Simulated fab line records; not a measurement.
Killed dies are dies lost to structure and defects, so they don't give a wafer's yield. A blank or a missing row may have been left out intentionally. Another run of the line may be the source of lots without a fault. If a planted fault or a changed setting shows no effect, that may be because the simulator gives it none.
Matching of chambers :: flow nandHarc :: NHARC_A_M0_DEP_32 on pecvd-01 has 3 sister chambers
The step deposits SiCN, target thk 30 nm. 16 wafers are shown with their chamber, then 8 later ones without.

## WAFERS, EACH WITH ITS CHAMBER
wafer: L076.1
chamber: 2
heaterPowerW (W): 674

wafer: L076.3
chamber: 0
heaterPowerW (W): 574

wafer: L076.4
chamber: 2
heaterPowerW (W): 666

wafer: L080.3
chamber: 0
heaterPowerW (W): 656

wafer: L080.5
chamber: 2
heaterPowerW (W): 670

wafer: L080.6
chamber: 0
heaterPowerW (W): 646

wafer: L083.1
chamber: 1
heaterPowerW (W): 506

wafer: L083.2
chamber: 2
heaterPowerW (W): 696

wafer: L083.5
chamber: 2
heaterPowerW (W): 691

wafer: L086.1
chamber: 1
heaterPowerW (W): 568

wafer: L086.2
chamber: 2
heaterPowerW (W): 719

wafer: L086.6
chamber: 0
heaterPowerW (W): 632

wafer: L089.1
chamber: 0
heaterPowerW (W): 663

wafer: L089.2
chamber: 2
heaterPowerW (W): 665

wafer: L089.4
chamber: 1
heaterPowerW (W): 476

wafer: L093.1
chamber: 1
heaterPowerW (W): 569

SIGNATURES (averages over the wafers above)
reading: heaterPowerW
chamber 0: 634.20
chamber 1: 529.75
chamber 2: 683.00
scatter within a chamber: 32.7
Rule: distance of a wafer from a chamber = root of the sum over the readings of ((wafer's reading minus chamber's mean) / reading's scatter) squared. If the next closest chamber is less than 2 further off than the closest, the wafer can't be placed; otherwise it belongs to the closest. The scatter: the root of (the sum of the squares of (reading less its chamber's mean) over the shown wafers, divided by (wafers less chambers)).

## WAFERS WHOSE CHAMBER IS MISSING
wafer: L093.3
heaterPowerW (W): 694

wafer: L093.6
heaterPowerW (W): 627

wafer: L096.2
heaterPowerW (W): 593

wafer: L096.4
heaterPowerW (W): 655

wafer: L096.6
heaterPowerW (W): 672

wafer: L097.2
heaterPowerW (W): 592

wafer: L097.4
heaterPowerW (W): 659

wafer: L097.5
heaterPowerW (W): 514

## WHICH CHAMBER EACH ONE RAN IN
wafer: L093.3
from the rows above: can't be placed: 2 or 0
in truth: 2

wafer: L093.6
from the rows above: can't be placed: 0 or 2
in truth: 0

wafer: L096.2
from the rows above: can't be placed: 0 or 1 or 2
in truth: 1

wafer: L096.4
from the rows above: can't be placed: 0 or 2
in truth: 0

wafer: L096.6
from the rows above: can't be placed: 2 or 0
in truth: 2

wafer: L097.2
from the rows above: can't be placed: 0 or 1 or 2
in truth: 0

wafer: L097.4
from the rows above: can't be placed: 2 or 0
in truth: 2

wafer: L097.5
from the rows above: 1
in truth: 1
Placed correctly: 1 of 8. Unplaceable from these rows: 7, with the true chamber sitting among the candidates in 7. 0 placed wrongly.
